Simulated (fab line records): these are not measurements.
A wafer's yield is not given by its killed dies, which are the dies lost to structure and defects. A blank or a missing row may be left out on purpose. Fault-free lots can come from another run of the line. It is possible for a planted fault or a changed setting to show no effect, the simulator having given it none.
Which tool did it? || flow n5 finfet || 10 lots, 26 wafers sampled, at 5 steps of a route of 1938

== WHAT THE GAUGES READ, wafer by wafer ==
N5_DUMMY_REMOVAL_INSPECT_06: inspects for defects (brightfield). Usual: raw defect count 12, standard deviation 4.9.
{"lot": "L698", "measured": "day 4 12:17", "on": "defect inspect-01", "raw defect count": "12 9", "flag": ""}
{"lot": "L699", "measured": "day 5 01:16", "on": "defect inspect-02", "raw defect count": "12 8 14", "flag": ""}
{"lot": "L700", "measured": "day 5 05:10", "on": "defect inspect-02", "raw defect count": "15 19 14", "flag": ""}
{"lot": "L702", "measured": "day 5 11:59", "on": "defect inspect-02", "raw defect count": "10 9 9", "flag": ""}
{"lot": "L703", "measured": "day 5 23:56", "on": "defect inspect-02", "raw defect count": "21 9 15", "flag": ""}
{"lot": "L713", "measured": "day 8 09:05", "on": "defect inspect-02", "raw defect count": "11 11 11", "flag": ""}
{"lot": "L715", "measured": "day 8 16:18", "on": "defect inspect-02", "raw defect count": "6 15", "flag": ""}
{"lot": "L716", "measured": "day 9 01:50", "on": "defect inspect-02", "raw defect count": "12 11 13", "flag": ""}
{"lot": "L717", "measured": "day 9 03:17", "on": "defect inspect-01", "raw defect count": "14 12", "flag": ""}
{"lot": "L718", "measured": "day 9 10:44", "on": "defect inspect-02", "raw defect count": "7 9", "flag": ""}

N5_BEOL_M4_RC_MEAS_101. Usual: DIBL_N 36.0 mV/V, standard deviation 2; DIBL_P 35.9 mV/V, standard deviation 2.5; IOFF_N 0.16 nA/um, standard deviation 0.038; IOFF_P 0.21 nA/um, standard deviation 0.04; ION_N 675 uA/um, standard deviation 14; ION_P 462 uA/um, standard deviation 9.4; SS_N 71.5 mV/dec, standard deviation 0.75; SS_P 73.2 mV/dec, standard deviation 0.74; VT_N 250 mV, standard deviation 3.9; VT_P -251 mV, standard deviation 3.2.
{"lot": "L698", "measured": "day 8 10:36", "on": "prober-01", "DIBL_N (mV/V)": "40.0 32.6", "DIBL_P (mV/V)": "37.8 30.3", "IOFF_N (nA/um)": "0.23 0.12", "IOFF_P (nA/um)": "0.28 0.18", "ION_N (uA/um)": "690 679", "ION_P (uA/um)": "468 474", "SS_N (mV/dec)": "72.1 69.8", "SS_P (mV/dec)": "74.2 72.2", "VT_N (mV)": "242 249", "VT_P (mV)": "-246 -251", "flag": ""}
{"lot": "L699", "measured": "day 8 14:39", "on": "prober-01", "DIBL_N (mV/V)": "36.7 37.8 34.0", "DIBL_P (mV/V)": "37.6 38.4 33.3", "IOFF_N (nA/um)": "0.18 0.21 0.13", "IOFF_P (nA/um)": "0.24 0.24 0.16", "ION_N (uA/um)": "670 678 667", "ION_P (uA/um)": "463 455 459", "SS_N (mV/dec)": "72.8 73.3 72.2", "SS_P (mV/dec)": "73.0 74.1 73.1", "VT_N (mV)": "249 250 257", "VT_P (mV)": "-249 -249 -254", "flag": ""}
{"lot": "L700", "measured": "day 9 05:07", "on": "prober-01", "DIBL_N (mV/V)": "37.3 32.4 38.7", "DIBL_P (mV/V)": "37.2 31.9 39.4", "IOFF_N (nA/um)": "0.17 0.11 0.20", "IOFF_P (nA/um)": "0.19 0.14 0.25", "ION_N (uA/um)": "664 654 670", "ION_P (uA/um)": "446 445 459", "SS_N (mV/dec)": "72.3 70.8 71.8", "SS_P (mV/dec)": "73.7 72.6 74.5", "VT_N (mV)": "251 256 246", "VT_P (mV)": "-255 -257 -251", "flag": ""}
{"lot": "L702", "measured": "day 9 08:00", "on": "prober-02", "DIBL_N (mV/V)": "32.5 35.9 35.7", "DIBL_P (mV/V)": "32.2 35.1 35.0", "IOFF_N (nA/um)": "0.11 0.15 0.15", "IOFF_P (nA/um)": "0.16 0.19 0.18", "ION_N (uA/um)": "679 676 675", "ION_P (uA/um)": "473 460 464", "SS_N (mV/dec)": "69.6 70.2 70.1", "SS_P (mV/dec)": "71.7 73.4 72.7", "VT_N (mV)": "256 251 251", "VT_P (mV)": "-251 -251 -249", "flag": ""}
{"lot": "L703", "measured": "day 9 13:16", "on": "prober-01", "DIBL_N (mV/V)": "34.7 35.0 37.0", "DIBL_P (mV/V)": "33.1 34.7 35.0", "IOFF_N (nA/um)": "0.14 0.15 0.18", "IOFF_P (nA/um)": "0.18 0.20 0.20", "ION_N (uA/um)": "668 675 661", "ION_P (uA/um)": "461 464 456", "SS_N (mV/dec)": "71.0 71.1 73.0", "SS_P (mV/dec)": "72.9 73.1 73.8", "VT_N (mV)": "250 249 249", "VT_P (mV)": "-253 -250 -250", "flag": ""}
{"lot": "L713", "measured": "day 12 05:52", "on": "prober-02", "DIBL_N (mV/V)": "33.6 35.3 34.5", "DIBL_P (mV/V)": "34.1 36.7 37.0", "IOFF_N (nA/um)": "0.12 0.14 0.14", "IOFF_P (nA/um)": "0.17 0.20 0.21", "ION_N (uA/um)": "669 647 688", "ION_P (uA/um)": "457 447 473", "SS_N (mV/dec)": "71.5 71.2 70.9", "SS_P (mV/dec)": "72.7 72.7 73.6", "VT_N (mV)": "255 251 250", "VT_P (mV)": "-253 -249 -249", "flag": ""}
{"lot": "L715", "measured": "day 12 09:59", "on": "prober-01", "DIBL_N (mV/V)": "33.9 39.8", "DIBL_P (mV/V)": "30.5 39.0", "IOFF_N (nA/um)": "0.13 0.27", "IOFF_P (nA/um)": "0.16 0.30", "ION_N (uA/um)": "653 696", "ION_P (uA/um)": "444 469", "SS_N (mV/dec)": "70.8 72.6", "SS_P (mV/dec)": "72.2 73.9", "VT_N (mV)": "252 241", "VT_P (mV)": "-256 -244", "flag": ""}
{"lot": "L716", "measured": "day 12 12:43", "on": "prober-01", "DIBL_N (mV/V)": "36.8 31.9 35.9", "DIBL_P (mV/V)": "37.8 32.6 36.6", "IOFF_N (nA/um)": "0.16 0.09 0.15", "IOFF_P (nA/um)": "0.21 0.15 0.20", "ION_N (uA/um)": "685 660 676", "ION_P (uA/um)": "465 463 468", "SS_N (mV/dec)": "71.4 70.5 71.2", "SS_P (mV/dec)": "73.6 71.4 72.9", "VT_N (mV)": "250 258 251", "VT_P (mV)": "-248 -256 -251", "flag": ""}
{"lot": "L717", "measured": "day 13 08:21", "on": "prober-01", "DIBL_N (mV/V)": "36.6 37.0", "DIBL_P (mV/V)": "36.4 37.0", "IOFF_N (nA/um)": "0.14 0.16", "IOFF_P (nA/um)": "0.22 0.24", "ION_N (uA/um)": "661 672", "ION_P (uA/um)": "458 466", "SS_N (mV/dec)": "71.7 71.4", "SS_P (mV/dec)": "73.2 73.7", "VT_N (mV)": "253 249", "VT_P (mV)": "-250 -249", "flag": ""}
{"lot": "L718", "measured": "day 13 13:23", "on": "prober-01", "DIBL_N (mV/V)": "34.7 33.0", "DIBL_P (mV/V)": "35.0 31.9", "IOFF_N (nA/um)": "0.12 0.11", "IOFF_P (nA/um)": "0.17 0.15", "ION_N (uA/um)": "664 663", "ION_P (uA/um)": "460 464", "SS_N (mV/dec)": "71.2 70.9", "SS_P (mV/dec)": "72.7 71.9", "VT_N (mV)": "254 258", "VT_P (mV)": "-253 -256", "flag": ""}

== TOOL THAT RAN EACH LOT (tool first, then ch and the chambers of the sampled wafers, then the start) ==
{"lot": "L698", "N5_HKMG_FIN_ETCH_54": "rie diel-05 ch 2, day 4 13:43", "N5_HKMG_FIN_ETCH_58": "rie diel-05 ch 2, day 4 13:59", "N5_HKMG_FIN_STRIP_60": "plasma asher-02 ch 0,1, day 4 14:34"}
{"lot": "L699", "N5_HKMG_FIN_ETCH_54": "rie diel-03 ch 0,2,3, day 5 02:34", "N5_HKMG_FIN_ETCH_58": "rie diel-03 ch 0,2,3, day 5 02:49", "N5_HKMG_FIN_STRIP_60": "plasma asher-02 ch 0,1, day 5 03:31"}
{"lot": "L700", "N5_HKMG_FIN_ETCH_54": "rie diel-04 ch 0,3, day 5 06:28", "N5_HKMG_FIN_ETCH_58": "rie diel-04 ch 0,3, day 5 06:44", "N5_HKMG_FIN_STRIP_60": "plasma asher-02 ch 0,1, day 5 07:19"}
{"lot": "L702", "N5_HKMG_FIN_ETCH_54": "rie diel-04 ch 0,1,3, day 5 13:26", "N5_HKMG_FIN_ETCH_58": "rie diel-04 ch 0,1,3, day 5 13:43", "N5_HKMG_FIN_STRIP_60": "plasma asher-01 ch 0,1, day 5 14:17"}
{"lot": "L703", "N5_HKMG_FIN_ETCH_54": "rie diel-04 ch 1,2, day 6 01:16", "N5_HKMG_FIN_ETCH_58": "rie diel-04 ch 1,2, day 6 01:31", "N5_HKMG_FIN_STRIP_60": "plasma asher-02 ch 0,1, day 6 02:06"}
{"lot": "L713", "N5_HKMG_FIN_ETCH_54": "rie diel-03 ch 2,3, day 8 10:23", "N5_HKMG_FIN_ETCH_58": "rie diel-03 ch 2,3, day 8 10:38", "N5_HKMG_FIN_STRIP_60": "plasma asher-01 ch 0,1, day 8 11:13"}
{"lot": "L715", "N5_HKMG_FIN_ETCH_54": "rie diel-05 ch 0,3, day 8 17:43", "N5_HKMG_FIN_ETCH_58": "rie diel-05 ch 0,3, day 8 17:59", "N5_HKMG_FIN_STRIP_60": "plasma asher-01 ch 0,1, day 8 18:41"}
{"lot": "L716", "N5_HKMG_FIN_ETCH_54": "rie diel-04 ch 0,2, day 9 03:28", "N5_HKMG_FIN_ETCH_58": "rie diel-04 ch 0,2, day 9 03:44", "N5_HKMG_FIN_STRIP_60": "plasma asher-01 ch 0,1, day 9 04:19"}
{"lot": "L717", "N5_HKMG_FIN_ETCH_54": "rie diel-04 ch 1,2, day 9 04:47", "N5_HKMG_FIN_ETCH_58": "rie diel-04 ch 1,2, day 9 05:14", "N5_HKMG_FIN_STRIP_60": "plasma asher-01 ch 0,1, day 9 05:50"}
{"lot": "L718", "N5_HKMG_FIN_ETCH_54": "rie diel-05 ch 0,3, day 9 12:34", "N5_HKMG_FIN_ETCH_58": "rie diel-05 ch 0,3, day 9 13:01", "N5_HKMG_FIN_STRIP_60": "plasma asher-01 ch 0,1, day 9 13:40"}
- N5_HKMG_FIN_ETCH_54: etches SiARC in CF4, target depth 45.5 nm, time 75.8 s.
- N5_HKMG_FIN_ETCH_58: etches SOC in N2/H2, target depth 215.8 nm, time 741 s.
- N5_HKMG_FIN_STRIP_60: strips in N2/H2, time 360 s.

== WHAT THE TOOLS THEMSELVES READ (means of the sampled wafers that have a number; where no wafer has one, the mark that the record gives instead) ==
N5_HKMG_FIN_ETCH_54. Usual: drypump motor current A 5.5 A, standard deviation 0.45; etch rf on time s 75.7 s, standard deviation 2.4; mfc ar sccm 100.1 sccm, standard deviation 0.31; oes product au 0.69 a.u., standard deviation 0.087; rf fwd power W 539.2 W, standard deviation 2.6; rf vpp V 184.4 V, standard deviation 1; showerhead plenum p Torr 2.15 Torr, standard deviation 0.046; throttle valve pct 15.65 %, standard deviation 0.19.
{"lot": "L698", "tool": "rie diel-05", "drypump motor current A (A)": 5.3, "etch rf on time s (s)": 81.0, "mfc ar sccm (sccm)": 100.2, "oes product au (a.u.)": 0.65, "rf fwd power W (W)": 542.0, "rf vpp V (V)": 184.4, "showerhead plenum p Torr (Torr)": 2.15, "throttle valve pct (%)": 15.42, "flag": ""}
{"lot": "L699", "tool": "rie diel-03", "drypump motor current A (A)": 5.5, "etch rf on time s (s)": 76.6, "mfc ar sccm (sccm)": 99.8, "oes product au (a.u.)": 0.59, "rf fwd power W (W)": 536.9, "rf vpp V (V)": 184.1, "showerhead plenum p Torr (Torr)": 2.18, "throttle valve pct (%)": 15.89, "flag": ""}
{"lot": "L700", "tool": "rie diel-04", "drypump motor current A (A)": 5.8, "etch rf on time s (s)": 75.1, "mfc ar sccm (sccm)": 100.2, "oes product au (a.u.)": 0.67, "rf fwd power W (W)": 542.0, "rf vpp V (V)": 184.9, "showerhead plenum p Torr (Torr)": 2.19, "throttle valve pct (%)": 15.54, "flag": ""}
{"lot": "L702", "tool": "rie diel-04", "drypump motor current A (A)": 5.5, "etch rf on time s (s)": 73.9, "mfc ar sccm (sccm)": 100.3, "oes product au (a.u.)": 0.72, "rf fwd power W (W)": 539.6, "rf vpp V (V)": 184.3, "showerhead plenum p Torr (Torr)": 2.16, "throttle valve pct (%)": 15.56, "flag": ""}
{"lot": "L703", "tool": "rie diel-04", "drypump motor current A (A)": 5.4, "etch rf on time s (s)": 74.9, "mfc ar sccm (sccm)": 99.8, "oes product au (a.u.)": 0.78, "rf fwd power W (W)": 539.7, "rf vpp V (V)": 183.9, "showerhead plenum p Torr (Torr)": 2.10, "throttle valve pct (%)": 15.62, "flag": ""}
{"lot": "L713", "tool": "rie diel-03", "drypump motor current A (A)": 5.4, "etch rf on time s (s)": 72.6, "mfc ar sccm (sccm)": 100.2, "oes product au (a.u.)": 0.73, "rf fwd power W (W)": 536.9, "rf vpp V (V)": 185.0, "showerhead plenum p Torr (Torr)": 2.19, "throttle valve pct (%)": 15.63, "flag": ""}
{"lot": "L715", "tool": "rie diel-05", "drypump motor current A (A)": 5.9, "etch rf on time s (s)": 77.2, "mfc ar sccm (sccm)": 100.2, "oes product au (a.u.)": 0.60, "rf fwd power W (W)": 539.5, "rf vpp V (V)": 183.8, "showerhead plenum p Torr (Torr)": 2.09, "throttle valve pct (%)": 15.86, "flag": ""}
{"lot": "L716", "tool": "rie diel-04", "drypump motor current A (A)": 5.3, "etch rf on time s (s)": 73.8, "mfc ar sccm (sccm)": 99.9, "oes product au (a.u.)": 0.75, "rf fwd power W (W)": 541.3, "rf vpp V (V)": 183.8, "showerhead plenum p Torr (Torr)": 2.10, "throttle valve pct (%)": 15.49, "flag": ""}
{"lot": "L717", "tool": "rie diel-04", "drypump motor current A (A)": 5.4, "etch rf on time s (s)": 73.0, "mfc ar sccm (sccm)": 100.0, "oes product au (a.u.)": 0.76, "rf fwd power W (W)": 538.0, "rf vpp V (V)": 183.8, "showerhead plenum p Torr (Torr)": 2.08, "throttle valve pct (%)": 15.62, "flag": ""}
{"lot": "L718", "tool": "rie diel-05", "drypump motor current A (A)": 5.9, "etch rf on time s (s)": 78.0, "mfc ar sccm (sccm)": 100.4, "oes product au (a.u.)": 0.59, "rf fwd power W (W)": 538.6, "rf vpp V (V)": 184.2, "showerhead plenum p Torr (Torr)": 2.08, "throttle valve pct (%)": 15.88, "flag": ""}

N5_HKMG_FIN_ETCH_58. Usual: drypump motor current A 5.5 A, standard deviation 0.45; oes product au 0.81 a.u., standard deviation 0.1; rf fwd power W 874.0 W, standard deviation 2.5; rf vpp V 99.1 V, standard deviation 0.89; showerhead plenum p Torr 2.56 Torr, standard deviation 0.054; throttle valve pct 17.90 %, standard deviation 0.24.
{"lot": "L698", "tool": "rie diel-05", "drypump motor current A (A)": 5.3, "oes product au (a.u.)": 0.78, "rf fwd power W (W)": 869.8, "rf vpp V (V)": 99.7, "showerhead plenum p Torr (Torr)": 2.59, "throttle valve pct (%)": 17.95, "flag": ""}
{"lot": "L699", "tool": "rie diel-03", "drypump motor current A (A)": 5.6, "oes product au (a.u.)": 0.69, "rf fwd power W (W)": 872.4, "rf vpp V (V)": 98.8, "showerhead plenum p Torr (Torr)": 2.59, "throttle valve pct (%)": 18.04, "flag": ""}
{"lot": "L700", "tool": "rie diel-04", "drypump motor current A (A)": 5.8, "oes product au (a.u.)": 0.78, "rf fwd power W (W)": 873.3, "rf vpp V (V)": 98.9, "showerhead plenum p Torr (Torr)": 2.60, "throttle valve pct (%)": 17.78, "flag": ""}
{"lot": "L702", "tool": "rie diel-04", "drypump motor current A (A)": 5.5, "oes product au (a.u.)": 0.74, "rf fwd power W (W)": 664.4, "rf vpp V (V)": 109.7, "showerhead plenum p Torr (Torr)": 2.57, "throttle valve pct (%)": 17.80, "flag": "OFF"}
{"lot": "L703", "tool": "rie diel-04", "drypump motor current A (A)": 5.4, "oes product au (a.u.)": 0.81, "rf fwd power W (W)": 664.7, "rf vpp V (V)": 108.9, "showerhead plenum p Torr (Torr)": 2.52, "throttle valve pct (%)": 18.02, "flag": "OFF"}
{"lot": "L713", "tool": "rie diel-03", "drypump motor current A (A)": 5.4, "oes product au (a.u.)": 0.85, "rf fwd power W (W)": 873.2, "rf vpp V (V)": 99.5, "showerhead plenum p Torr (Torr)": 2.61, "throttle valve pct (%)": 17.93, "flag": ""}
{"lot": "L715", "tool": "rie diel-05", "drypump motor current A (A)": 5.9, "oes product au (a.u.)": 0.69, "rf fwd power W (W)": 873.1, "rf vpp V (V)": 97.6, "showerhead plenum p Torr (Torr)": 2.48, "throttle valve pct (%)": 17.94, "flag": ""}
{"lot": "L716", "tool": "rie diel-04", "drypump motor current A (A)": 5.3, "oes product au (a.u.)": 0.89, "rf fwd power W (W)": 874.6, "rf vpp V (V)": 99.3, "showerhead plenum p Torr (Torr)": 2.51, "throttle valve pct (%)": 17.76, "flag": ""}
{"lot": "L717", "tool": "rie diel-04", "drypump motor current A (A)": 5.4, "oes product au (a.u.)": 0.89, "rf fwd power W (W)": 876.5, "rf vpp V (V)": 98.8, "showerhead plenum p Torr (Torr)": 2.50, "throttle valve pct (%)": 18.05, "flag": ""}
{"lot": "L718", "tool": "rie diel-05", "drypump motor current A (A)": 5.9, "oes product au (a.u.)": 0.69, "rf fwd power W (W)": 871.8, "rf vpp V (V)": 99.8, "showerhead plenum p Torr (Torr)": 2.46, "throttle valve pct (%)": 17.94, "flag": ""}

N5_HKMG_FIN_STRIP_60. Usual: drypump motor current A 5.9 A, standard deviation 0.43; heater power w 458 W, standard deviation 31.
{"lot": "L698", "tool": "plasma asher-02", "drypump motor current A (A)": 6.1, "heater power w (W)": 495, "flag": ""}
{"lot": "L699", "tool": "plasma asher-02", "drypump motor current A (A)": 6.2, "heater power w (W)": 490, "flag": ""}
{"lot": "L700", "tool": "plasma asher-02", "drypump motor current A (A)": 6.0, "heater power w (W)": 491, "flag": ""}
{"lot": "L702", "tool": "plasma asher-01", "drypump motor current A (A)": 5.9, "heater power w (W)": 433, "flag": ""}
{"lot": "L703", "tool": "plasma asher-02", "drypump motor current A (A)": 6.2, "heater power w (W)": 499, "flag": ""}
{"lot": "L713", "tool": "plasma asher-01", "drypump motor current A (A)": 5.9, "heater power w (W)": 436, "flag": ""}
{"lot": "L715", "tool": "plasma asher-01", "drypump motor current A (A)": 5.8, "heater power w (W)": 423, "flag": ""}
{"lot": "L716", "tool": "plasma asher-01", "drypump motor current A (A)": 5.7, "heater power w (W)": 433, "flag": ""}
{"lot": "L717", "tool": "plasma asher-01", "drypump motor current A (A)": 5.8, "heater power w (W)": 434, "flag": ""}
{"lot": "L718", "tool": "plasma asher-01", "drypump motor current A (A)": 5.8, "heater power w (W)": 432, "flag": ""}

== THE ANSWER, worked out from the rows above alone ==
Rule: lot off if the mean of its wafers having a number is beyond 3 standard deviations from the usual mean. A lot without any number at a reading at which 4 lots or more have one is off too. Where the step has rows for the other lots, those lots are counted as sound. First the gauges in route order, then the tools' own readings, where a lot's mean is used as printed above. At the first step where some lot is off, the reading lying furthest off is the one used; lots without a number count as furthest.
Off, at N5_HKMG_FIN_ETCH_58 on rf fwd power W: L702, L703.
If a tool, at that step or one of the process steps before it, ran each lot that is off and ran no sound lot following the first of them, it fits. None of those tried fits.

== WHAT THE SIMULATOR HAD PUT IN ==
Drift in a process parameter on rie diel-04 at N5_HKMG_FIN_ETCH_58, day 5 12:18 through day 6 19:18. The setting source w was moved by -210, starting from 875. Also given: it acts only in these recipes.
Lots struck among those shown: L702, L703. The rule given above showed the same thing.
